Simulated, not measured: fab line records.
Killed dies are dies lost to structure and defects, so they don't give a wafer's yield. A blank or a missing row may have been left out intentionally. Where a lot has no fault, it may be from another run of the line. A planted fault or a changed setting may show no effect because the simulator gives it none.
A lot that was struck, set against a sound lot | flow nand harc | 17 steps out of a route of 1302
Sound: the wafers L205.4, L205.5, L205.6. Wafers struck: L216.1, L216.2, L216.4. The cause is named last.
For every step that has rows: the tool of each side, followed by ch and its chambers, followed by its first start. Under that, the readings that differ: sound wafers | struck wafers | difference of the means | sigmas: that difference in standard deviations of wafers without a fault.
alike: a reading whose means differ by less than 2 such deviations, as well as words and numbers matching on both sides. not compared: withheld readings; readings where some wafer has no value; bounds like >300 that might hide an equal value; numbers whose values overlap and for which the record gives no deviation.
The two part at a step that has a row with sigmas, a row that says differs or no value, or rows on one side only. Non-overlapping numbers with no deviation appear without sigmas and do not part them. A reading that every wafer of one side lacks parts them only if that side has two wafers or more.

NHARC_A_WL_FILL_INSPECT_15:
  sound: defect inspect-01 at day 22 16:40; struck: defect inspect-02 at day 27 06:48
  alike: raw defect count
NHARC_A_CONTACT_DEP_24: deposits SiO2, target thk 500 nm.
  sound on pecvd-04 ch 0,1,2, day 22 16:55; struck on pecvd-03 ch 0,1,2, day 27 06:52
  alike: heater power w, susceptor temp C, throttle valve pct
NHARC_A_CONTACT_DEP_28: deposits aC, target thk 7000 nm.
  sound on acl dep-02 ch 0, day 22 20:35; struck on acl dep-01 ch 0, day 27 07:28
  reading              | sound                | struck | difference                    | sigmas
  susceptor temp C (C) | 399.84 399.94 400.34 | - - -  | no value on the struck wafers |
  alike: throttle valve pct
NHARC_A_CONTACT_DEP_29: deposits SiON, target thk 100 nm.
  sound on pecvd-02 ch 0,1,2, day 22 22:52; struck on pecvd-03 ch 0,1, day 27 11:41
  alike: heater power w, susceptor temp C
then, 7 steps without rows for these wafers: NHARC_A_CONTACT_DEHYDRATE_32 (time 120 s); NHARC_A_CONTACT_HMDS_33 (time 30 s); NHARC_A_CONTACT_COAT_34 (time 75 s); NHARC_A_CONTACT_COAT_35 (time 65 s); NHARC_A_CONTACT_COAT_36 (resist thk 90 nm); NHARC_A_CONTACT_SOFTBAKE_37 (time 55 s); NHARC_A_CONTACT_EBR_38.
NHARC_A_CONTACT_EXPOSE_39: exposes mask A CC 3.
  sound on arfi scanner-03 ch 0, day 22 23:14; struck on arfi scanner-03 ch 0, day 27 12:16
  reading              | sound             | struck            | difference | sigmas
  exposure dose mJ cm2 | 58.87 58.88 58.87 | 79.79 79.81 79.79 | +20.92     | +99 or more
  focus offset nm (nm) | -1.5 0.0 -1.1     | 0.8 0.6 0.7       | +1.6       | +3
  alike: mask
then, 2 steps without rows for these wafers: NHARC_A_CONTACT_PEB_40 (peb time 65 s); NHARC_A_CONTACT_DEVELOP_41 (develop time 35 s).
NHARC_A_CONTACT_CD_MEAS_42 targets a cd of 300 nm.
  sound on cd sem-03 ch 0, day 22 23:23; struck on cd sem-03 ch 0, day 27 12:24
  reading    | sound             | struck            | difference | sigmas
  cd nm (nm) | 299.9 299.3 299.7 | 317.5 316.3 315.7 | +16.9      | +29
NHARC_A_CONTACT_OVL_MEAS_43:
  sound: overlay-02 at day 22 23:28; struck: overlay-02 at day 27 12:29
  reading           | sound       | struck         | difference | sigmas
  overlay x nm (nm) | 0.3 0.5 0.6 | -1.6 -1.1 -1.1 | -1.7       | -2
  alike: overlay y nm
-- record jumps: 3 days between struck wafers' starts before vs after; left off in module A_CONTACT, resumes in module END, first step shown is number 1302 of the route --
NHARC_END_SORT_01:
  only the struck wafers appear in the record here, on prober-01 ch 0 at day 30 09:08; the sound ones have no rows

== WHERE THEY PART ==
At NHARC_A_CONTACT_DEP_28 first; at NHARC_END_SORT_01 last (within this record only).

WHY: what the simulator had put in
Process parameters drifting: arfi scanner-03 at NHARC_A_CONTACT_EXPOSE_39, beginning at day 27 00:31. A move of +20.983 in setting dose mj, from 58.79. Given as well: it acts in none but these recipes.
